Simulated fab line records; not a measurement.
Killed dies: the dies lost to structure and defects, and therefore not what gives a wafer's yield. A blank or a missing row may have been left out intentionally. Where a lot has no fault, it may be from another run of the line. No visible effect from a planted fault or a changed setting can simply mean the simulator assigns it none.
Which tool was responsible? :: flow n5 finfet :: 24 lots with 72 wafers sampled at 4 steps, on a route of 1938 steps

WHAT THE GAUGES READ, wafer by wafer
N5_BEOL_M3_CD_MEAS_11: the cd target is 17.05 nm.
lot: L074
measured: day 7 01:13
on: cd sem-01
cd nm (nm): 16.88 17.28 17.47

lot: L075
measured: day 7 06:37
on: cd sem-02
cd nm (nm): 17.31 16.70 17.12

lot: L076
measured: day 7 07:42
on: cd sem-03
cd nm (nm): 16.85 17.13 16.96

lot: L077
measured: day 7 21:14
on: cd sem-01
cd nm (nm): 17.12 17.26 17.47

lot: L078
measured: day 7 21:36
on: cd sem-01
cd nm (nm): 16.64 17.53 16.77

lot: L079
measured: day 8 03:15
on: cd sem-02
cd nm (nm): 17.00 16.91 16.85

lot: L080
measured: day 8 12:20
on: cd sem-01
cd nm (nm): 17.08 16.91 17.27

lot: L083
measured: day 9 04:35
on: cd sem-02
cd nm (nm): 17.06 17.00 16.95

lot: L081
measured: day 9 05:10
on: cd sem-03
cd nm (nm): 17.08 17.09 17.11

lot: L082
measured: day 9 13:16
on: cd sem-01
cd nm (nm): 17.09 17.02 17.19

lot: L085
measured: day 9 13:32
on: cd sem-02
cd nm (nm): 16.81 17.06 17.17

lot: L084
measured: day 9 17:26
on: cd sem-01
cd nm (nm): 17.01 17.19 17.15

lot: L086
measured: day 9 22:32
on: cd sem-02
cd nm (nm): 16.69 17.02 17.19

lot: L087
measured: day 10 13:36
on: cd sem-03
cd nm (nm): 16.43 16.81 17.26

lot: L089
measured: day 11 09:54
on: cd sem-02
cd nm (nm): 16.81 17.02 17.00

lot: L090
measured: day 12 01:51
on: cd sem-03
cd nm (nm): 17.09 17.01 17.03

lot: L088
measured: day 12 03:13
on: cd sem-02
cd nm (nm): 16.87 16.43 17.32

lot: L091
measured: day 12 09:50
on: cd sem-03
cd nm (nm): 17.26 16.92 16.81

lot: L094
measured: day 12 09:56
on: cd sem-02
cd nm (nm): 17.50 16.81 16.96

lot: L093
measured: day 12 10:07
on: cd sem-03
cd nm (nm): 17.17 16.78 17.51

lot: L096
measured: day 12 16:11
on: cd sem-03
cd nm (nm): 17.27 16.66 16.82

lot: L092
measured: day 12 20:47
on: cd sem-03
cd nm (nm): 17.08 16.74 17.14

lot: L095
measured: day 12 23:51
on: cd sem-01
cd nm (nm): 17.33 17.34 17.09

lot: L097
measured: day 13 11:54
on: cd sem-03
cd nm (nm): 17.31 17.50 16.88

N5_BEOL_M3_CD_MEAS_35: target cd 18 nm, target cd y 21 nm.
lot: L074
measured: day 7 06:04
on: cd sem-03
cd nm (nm): 18.0 18.4 18.1

lot: L075
measured: day 7 11:20
on: cd sem-02
cd nm (nm): 18.1 18.3 18.2

lot: L076
measured: day 7 11:22
on: cd sem-03
cd nm (nm): 18.0 17.9 18.1

lot: L077
measured: day 7 23:52
on: cd sem-01
cd nm (nm): 17.4 17.2 18.0

lot: L078
measured: day 7 23:55
on: cd sem-03
cd nm (nm): 17.8 17.6 18.5

lot: L079
measured: day 8 08:00
on: cd sem-01
cd nm (nm): 17.9 17.2 17.6

lot: L080
measured: day 8 17:19
on: cd sem-03
cd nm (nm): 17.7 17.2 17.9

lot: L083
measured: day 9 13:19
on: cd sem-02
cd nm (nm): 17.7 18.3 17.8

lot: L081
measured: day 9 13:40
on: cd sem-02
cd nm (nm): 18.0 18.4 18.0

lot: L082
measured: day 9 16:55
on: cd sem-02
cd nm (nm): 18.0 18.1 18.4

lot: L085
measured: day 10 00:37
on: cd sem-02
cd nm (nm): 18.0 18.0 17.9

lot: L084
measured: day 10 04:08
on: cd sem-02
cd nm (nm): 18.0 18.1 17.9

lot: L086
measured: day 10 09:23
on: cd sem-01
cd nm (nm): 17.8 18.2 17.0

lot: L087
measured: day 10 18:11
on: cd sem-03
cd nm (nm): 17.8 17.4 18.2

lot: L089
measured: day 11 14:19
on: cd sem-02
cd nm (nm): 17.8 17.5 18.1

lot: L090
measured: day 12 06:32
on: cd sem-03
cd nm (nm): 17.5 18.2 17.3

lot: L088
measured: day 12 10:19
on: cd sem-01
cd nm (nm): 17.4 17.6 17.9

lot: L091
measured: day 12 14:49
on: cd sem-03
cd nm (nm): 18.4 18.5 18.2

lot: L094
measured: day 12 15:45
on: cd sem-01
cd nm (nm): 18.0 17.3 17.6

lot: L093
measured: day 12 19:50
on: cd sem-03
cd nm (nm): 18.1 18.5 18.4

lot: L096
measured: day 12 20:04
on: cd sem-02
cd nm (nm): 18.2 17.7 17.6

lot: L092
measured: day 12 23:20
on: cd sem-03
cd nm (nm): 17.7 18.2 17.8

lot: L095
measured: day 13 07:28
on: cd sem-01
cd nm (nm): 18.1 18.7 18.4

lot: L097
measured: day 13 19:57
on: cd sem-02
cd nm (nm): 17.5 18.6 18.4

WHAT TOOL EACH LOT RAN ON (gives the tool, then ch and the chambers of the sampled wafers, and finally the start)
lot: L074
N5_BEOL_M2_CMP_52: cmp-04 ch 1,3, day 6 23:21
N5_BEOL_M3_ETCH_69: rie diel-01 ch 0,2,3, day 7 02:47

lot: L075
N5_BEOL_M2_CMP_52: cmp-04 ch 0,2,3, day 7 04:24
N5_BEOL_M3_ETCH_69: rie diel-01 ch 1,2, day 7 07:40

lot: L076
N5_BEOL_M2_CMP_52: cmp-04 ch 0,2, day 7 06:06
N5_BEOL_M3_ETCH_69: rie diel-04 ch 0,1, day 7 08:46

lot: L077
N5_BEOL_M2_CMP_52: cmp-01 ch 0,2,3, day 7 19:46
N5_BEOL_M3_ETCH_69: rie diel-01 ch 1,2,3, day 7 22:31

lot: L078
N5_BEOL_M2_CMP_52: cmp-04 ch 1,2,3, day 7 20:09
N5_BEOL_M3_ETCH_69: rie diel-01 ch 0,2,3, day 7 22:53

lot: L079
N5_BEOL_M2_CMP_52: cmp-04 ch 0,1,2, day 8 00:12
N5_BEOL_M3_ETCH_69: rie diel-01 ch 1,2,3, day 8 04:26

lot: L080
N5_BEOL_M2_CMP_52: cmp-04 ch 0,1,2, day 8 08:27
N5_BEOL_M3_ETCH_69: rie diel-04 ch 1,2,3, day 8 13:23

lot: L083
N5_BEOL_M2_CMP_52: cmp-04 ch 0,2, day 9 02:40
N5_BEOL_M3_ETCH_69: rie diel-03 ch 0,1, day 9 05:59

lot: L081
N5_BEOL_M2_CMP_52: cmp-04 ch 1,3, day 9 03:22
N5_BEOL_M3_ETCH_69: rie diel-01 ch 1,2, day 9 06:20

lot: L082
N5_BEOL_M2_CMP_52: cmp-03 ch 0,3, day 9 09:46
N5_BEOL_M3_ETCH_69: rie diel-04 ch 0,3, day 9 15:10

lot: L085
N5_BEOL_M2_CMP_52: cmp-04 ch 0,2,3, day 9 12:07
N5_BEOL_M3_ETCH_69: rie diel-04 ch 1,2, day 9 15:24

lot: L084
N5_BEOL_M2_CMP_52: cmp-04 ch 0,1,3, day 9 16:18
N5_BEOL_M3_ETCH_69: rie diel-04 ch 0,1, day 9 18:29

lot: L086
N5_BEOL_M2_CMP_52: cmp-03 ch 1,3, day 9 19:22
N5_BEOL_M3_ETCH_69: rie diel-01 ch 1,2,3, day 10 00:08

lot: L087
N5_BEOL_M2_CMP_52: cmp-04 ch 0,1,3, day 10 12:24
N5_BEOL_M3_ETCH_69: rie diel-03 ch 0,2,3, day 10 14:46

lot: L089
N5_BEOL_M2_CMP_52: cmp-03 ch 0,1,2, day 11 07:32
N5_BEOL_M3_ETCH_69: rie diel-03 ch 0,1,3, day 11 11:55

lot: L090
N5_BEOL_M2_CMP_52: cmp-01 ch 0,2,3, day 11 21:26
N5_BEOL_M3_ETCH_69: rie diel-03 ch 0,2, day 12 03:04

lot: L088
N5_BEOL_M2_CMP_52: cmp-04 ch 0,1,2, day 12 01:37
N5_BEOL_M3_ETCH_69: rie diel-04 ch 0,2,3, day 12 04:28

lot: L091
N5_BEOL_M2_CMP_52: cmp-04 ch 1,2,3, day 12 06:20
N5_BEOL_M3_ETCH_69: rie diel-03 ch 1,2,3, day 12 11:01

lot: L094
N5_BEOL_M2_CMP_52: cmp-01 ch 0,3, day 12 06:28
N5_BEOL_M3_ETCH_69: rie diel-01 ch 0,2,3, day 12 11:07

lot: L093
N5_BEOL_M2_CMP_52: cmp-04 ch 1,2, day 12 06:34
N5_BEOL_M3_ETCH_69: rie diel-01 ch 0,3, day 12 11:15

lot: L096
N5_BEOL_M2_CMP_52: cmp-01 ch 0,2, day 12 14:47
N5_BEOL_M3_ETCH_69: rie diel-03 ch 2,3, day 12 17:15

lot: L092
N5_BEOL_M2_CMP_52: cmp-04 ch 0,2,3, day 12 18:20
N5_BEOL_M3_ETCH_69: rie diel-01 ch 1,2, day 12 21:49

lot: L095
N5_BEOL_M2_CMP_52: cmp-04 ch 0,1,3, day 12 21:26
N5_BEOL_M3_ETCH_69: rie diel-03 ch 0,2,3, day 13 00:59

lot: L097
N5_BEOL_M2_CMP_52: cmp-03 ch 1,2,3, day 13 10:46
N5_BEOL_M3_ETCH_69: rie diel-03 ch 0,2, day 13 13:04
- N5_BEOL_M2_CMP_52: polishes, stops on SiOC, t overpolish 6.8 s, target thk 40 nm.
- N5_BEOL_M3_ETCH_69: etches SiARC in CF4, target depth 15.6 nm, time 26 s.

AS READ BY THE TOOLS THEMSELVES (means over the sampled wafers that have a number; for cases with no such wafer, the mark the record gives instead)
N5_BEOL_M2_CMP_52.
lot: L074
tool: cmp-04
barrier field endpoint s (s): 24.9
motor current A (A): 6.2
overpolish run s (s): 6.797
time to endpoint s (s): 67.4

lot: L075
tool: cmp-04
barrier field endpoint s (s): 25.1
motor current A (A): 5.2
overpolish run s (s): 6.812
time to endpoint s (s): 68.1

lot: L076
tool: cmp-04
barrier field endpoint s (s): 24.6
motor current A (A): 4.9
overpolish run s (s): 6.808
time to endpoint s (s): 63.6

lot: L077
tool: cmp-01
barrier field endpoint s (s): 24.6
motor current A (A): 6.6
overpolish run s (s): 6.793
time to endpoint s (s): 63.9

lot: L078
tool: cmp-04
barrier field endpoint s (s): 25.1
motor current A (A): 5.9
overpolish run s (s): 6.796
time to endpoint s (s): 66.4

lot: L079
tool: cmp-04
barrier field endpoint s (s): 24.9
motor current A (A): 5.6
overpolish run s (s): 6.804
time to endpoint s (s): 64.9

lot: L080
tool: cmp-04
barrier field endpoint s (s): 24.7
motor current A (A): 5.4
overpolish run s (s): 6.796
time to endpoint s (s): 64.7

lot: L083
tool: cmp-04
barrier field endpoint s (s): 24.9
motor current A (A): 5.0
overpolish run s (s): 6.803
time to endpoint s (s): 66.0

lot: L081
tool: cmp-04
barrier field endpoint s (s): 25.8
motor current A (A): 5.9
overpolish run s (s): 6.804
time to endpoint s (s): 68.4

lot: L082
tool: cmp-03
barrier field endpoint s (s): 24.9
motor current A (A): 5.9
overpolish run s (s): 6.803
time to endpoint s (s): 60.7

lot: L085
tool: cmp-04
barrier field endpoint s (s): 24.7
motor current A (A): 5.1
overpolish run s (s): 6.799
time to endpoint s (s): 66.2

lot: L084
tool: cmp-04
barrier field endpoint s (s): 25.4
motor current A (A): 5.7
overpolish run s (s): 6.802
time to endpoint s (s): 67.5

lot: L086
tool: cmp-03
barrier field endpoint s (s): 25.1
motor current A (A): 5.6
overpolish run s (s): 6.799
time to endpoint s (s): 64.2

lot: L087
tool: cmp-04
barrier field endpoint s (s): 25.8
motor current A (A): 5.5
overpolish run s (s): 6.804
time to endpoint s (s): 65.0

lot: L089
tool: cmp-03
barrier field endpoint s (s): 25.3
motor current A (A): 5.2
overpolish run s (s): 6.810
time to endpoint s (s): 67.2

lot: L090
tool: cmp-01
barrier field endpoint s (s): 25.2
motor current A (A): 6.6
overpolish run s (s): 6.809
time to endpoint s (s): 61.3

lot: L088
tool: cmp-04
barrier field endpoint s (s): 25.0
motor current A (A): 5.4
overpolish run s (s): 6.809
time to endpoint s (s): 62.6

lot: L091
tool: cmp-04
barrier field endpoint s (s): 25.6
motor current A (A): 5.8
overpolish run s (s): 6.801
time to endpoint s (s): 66.8

lot: L094
tool: cmp-01
barrier field endpoint s (s): 24.4
motor current A (A): 6.3
overpolish run s (s): 6.800
time to endpoint s (s): 61.5

lot: L093
tool: cmp-04
barrier field endpoint s (s): 24.4
motor current A (A): 6.1
overpolish run s (s): 6.805
time to endpoint s (s): 62.0

lot: L096
tool: cmp-01
barrier field endpoint s (s): 25.7
motor current A (A): 7.1
overpolish run s (s): 6.799
time to endpoint s (s): 65.1

lot: L092
tool: cmp-04
barrier field endpoint s (s): 24.4
motor current A (A): 5.1
overpolish run s (s): 6.798
time to endpoint s (s): 66.1

lot: L095
tool: cmp-04
barrier field endpoint s (s): 24.6
motor current A (A): 5.5
overpolish run s (s): 6.791
time to endpoint s (s): 63.4

lot: L097
tool: cmp-03
barrier field endpoint s (s): 24.3
motor current A (A): 5.4
overpolish run s (s): 6.796
time to endpoint s (s): 61.1

N5_BEOL_M3_ETCH_69.
lot: L074
tool: rie diel-01
drypump motor current A (A): 5.7
etch rf on time s (s): 26.2
oes product au (a.u.): 0.69
rf vpp V (V): 183.4
showerhead plenum p Torr (Torr): 2.14
throttle valve pct (%): 15.53

lot: L075
tool: rie diel-01
drypump motor current A (A): 5.0
etch rf on time s (s): 26.9
oes product au (a.u.): 0.61
rf vpp V (V): 183.2
showerhead plenum p Torr (Torr): 2.08
throttle valve pct (%): 15.58

lot: L076
tool: rie diel-04
drypump motor current A (A): 5.2
etch rf on time s (s): 26.3
oes product au (a.u.): 0.62
rf vpp V (V): 184.7
showerhead plenum p Torr (Torr): 2.21
throttle valve pct (%): 15.47

lot: L077
tool: rie diel-01
drypump motor current A (A): 5.5
etch rf on time s (s): 26.6
oes product au (a.u.): 0.66
rf vpp V (V): 183.6
showerhead plenum p Torr (Torr): 2.10
throttle valve pct (%): 15.53

lot: L078
tool: rie diel-01
drypump motor current A (A): 5.7
etch rf on time s (s): 26.1
oes product au (a.u.): 0.68
rf vpp V (V): 184.0
showerhead plenum p Torr (Torr): 2.14
throttle valve pct (%): 15.55

lot: L079
tool: rie diel-01
drypump motor current A (A): 5.5
etch rf on time s (s): 26.9
oes product au (a.u.): 0.65
rf vpp V (V): 183.5
showerhead plenum p Torr (Torr): 2.10
throttle valve pct (%): 15.51

lot: L080
tool: rie diel-04
drypump motor current A (A): 6.0
etch rf on time s (s): 26.3
oes product au (a.u.): 0.70
rf vpp V (V): 184.0
showerhead plenum p Torr (Torr): 2.14
throttle valve pct (%): 15.38

lot: L083
tool: rie diel-03
drypump motor current A (A): 5.7
etch rf on time s (s): 26.6
oes product au (a.u.): 0.70
rf vpp V (V): 184.5
showerhead plenum p Torr (Torr): 2.16
throttle valve pct (%): 15.22

lot: L081
tool: rie diel-01
drypump motor current A (A): 5.1
etch rf on time s (s): 27.1
oes product au (a.u.): 0.60
rf vpp V (V): 184.2
showerhead plenum p Torr (Torr): 2.11
throttle valve pct (%): 15.49

lot: L082
tool: rie diel-04
drypump motor current A (A): 6.3
etch rf on time s (s): 26.5
oes product au (a.u.): 0.67
rf vpp V (V): 184.5
showerhead plenum p Torr (Torr): 2.12
throttle valve pct (%): 15.52

lot: L085
tool: rie diel-04
drypump motor current A (A): 5.3
etch rf on time s (s): 26.3
oes product au (a.u.): 0.67
rf vpp V (V): 184.7
showerhead plenum p Torr (Torr): 2.17
throttle valve pct (%): 15.38

lot: L084
tool: rie diel-04
drypump motor current A (A): 4.9
etch rf on time s (s): 25.9
oes product au (a.u.): 0.62
rf vpp V (V): 184.8
showerhead plenum p Torr (Torr): 2.20
throttle valve pct (%): 15.49

lot: L086
tool: rie diel-01
drypump motor current A (A): 5.5
etch rf on time s (s): 26.6
oes product au (a.u.): 0.64
rf vpp V (V): 183.6
showerhead plenum p Torr (Torr): 2.10
throttle valve pct (%): 15.55

lot: L087
tool: rie diel-03
drypump motor current A (A): 6.5
etch rf on time s (s): 26.2
oes product au (a.u.): 0.64
rf vpp V (V): 183.6
showerhead plenum p Torr (Torr): 2.10
throttle valve pct (%): 15.60

lot: L089
tool: rie diel-03
drypump motor current A (A): 6.0
etch rf on time s (s): 26.4
oes product au (a.u.): 0.66
rf vpp V (V): 184.4
showerhead plenum p Torr (Torr): 2.14
throttle valve pct (%): 15.42

lot: L090
tool: rie diel-03
drypump motor current A (A): 6.5
etch rf on time s (s): 27.3
oes product au (a.u.): 0.65
rf vpp V (V): 184.1
showerhead plenum p Torr (Torr): 2.11
throttle valve pct (%): 15.52

lot: L088
tool: rie diel-04
drypump motor current A (A): 6.2
etch rf on time s (s): 26.2
oes product au (a.u.): 0.67
rf vpp V (V): 183.7
showerhead plenum p Torr (Torr): 2.12
throttle valve pct (%): 15.45

lot: L091
tool: rie diel-03
drypump motor current A (A): 6.1
etch rf on time s (s): 26.0
oes product au (a.u.): 0.65
rf vpp V (V): 183.9
showerhead plenum p Torr (Torr): 2.11
throttle valve pct (%): 15.55

lot: L094
tool: rie diel-01
drypump motor current A (A): 5.7
etch rf on time s (s): 26.1
oes product au (a.u.): 0.66
rf vpp V (V): 183.5
showerhead plenum p Torr (Torr): 2.13
throttle valve pct (%): 15.61

lot: L093
tool: rie diel-01
drypump motor current A (A): 6.1
etch rf on time s (s): 26.4
oes product au (a.u.): 0.69
rf vpp V (V): 184.5
showerhead plenum p Torr (Torr): 2.12
throttle valve pct (%): 15.63

lot: L096
tool: rie diel-03
drypump motor current A (A): 6.5
etch rf on time s (s): 26.3
oes product au (a.u.): 0.61
rf vpp V (V): 183.2
showerhead plenum p Torr (Torr): 2.06
throttle valve pct (%): 15.74

lot: L092
tool: rie diel-01
drypump motor current A (A): 5.1
etch rf on time s (s): 26.9
oes product au (a.u.): 0.59
rf vpp V (V): 184.2
showerhead plenum p Torr (Torr): 2.10
throttle valve pct (%): 15.55

lot: L095
tool: rie diel-03
drypump motor current A (A): 6.5
etch rf on time s (s): 26.8
oes product au (a.u.): 0.63
rf vpp V (V): 184.3
showerhead plenum p Torr (Torr): 2.10
throttle valve pct (%): 15.63

lot: L097
tool: rie diel-03
drypump motor current A (A): 6.5
etch rf on time s (s): 27.2
oes product au (a.u.): 0.64
rf vpp V (V): 184.1
showerhead plenum p Torr (Torr): 2.11
throttle valve pct (%): 15.54

THE ANSWER, worked out from the rows above alone
Rule: the lots themselves supply what counts as usual. The widest of any qualifying gaps counts: lots, ordered by their means at a reading, are off when they make up no more than a third of the lots, leave a main group of 4 or more, and stand apart from it by 3 or more times the standard deviation of that group's means. Not used: any main group whose means are identical at the precision the tables above print for the reading. Also off: a lot with no number at a reading for which 4 or more lots have one. The other lots that the step has rows for count as sound. First the gauges in route order, then the tools' own readings, where a lot's mean is used as printed above. The first step at which some lot is off is used, and at that step the reading that is off furthest; a lot without a number counts as furthest.
Nothing can be told from this: no lot is off at any reading shown.

WHAT WAS PUT IN BY THE SIMULATOR
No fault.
